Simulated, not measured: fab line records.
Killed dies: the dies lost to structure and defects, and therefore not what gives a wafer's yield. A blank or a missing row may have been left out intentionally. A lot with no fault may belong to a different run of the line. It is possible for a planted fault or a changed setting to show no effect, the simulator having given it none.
Chamber matching | flow n5 finfet | 3 sister chambers for N5_MOL_CONTACT_COAG_ETCH_48 on rie diel-02
The step etches SiOC in C4F6/O2, target depth 15 nm, overetch 4.5 nm, time 17 s. 3 wafers are shown with their chamber, then 5 later ones without.

## EACH WAFER AND ITS CHAMBER
wafer  | chamber | rf vpp V (V)
L082.2 | 0       | 1662
L087.3 | 2       | 1554
L087.4 | 3       | 1597

## WAFERS MISSING THEIR CHAMBER
wafer  | rf vpp V (V)
L087.6 | 1597
L092.1 | 1596
L092.3 | 1662
L097.2 | 1597
L097.5 | 1595

## EACH ONE'S CHAMBER
wafer  | from the rows above | in truth
L087.6 | 3                   | 3
L092.1 | 3                   | 3
L092.3 | 0                   | 0
L097.2 | 3                   | 3
L097.5 | 3                   | 3
Correct placement for 5 of the 5. Number that these rows cannot place: 0. 0 placed wrongly.
How it was worked out, from the rows above alone: a wafer's distance from a chamber is the root of the sum, over the readings, of the square of ((its reading less the chamber's mean) divided by the reading's scatter). If the next closest chamber is less than 2 further off than the closest, the wafer can't be placed; otherwise it belongs to the closest. A chamber's mean is the mean of its shown wafers. The scatter: root of mean squared gap, hidden wafer to nearest shown wafer, with one shown wafer a chamber.
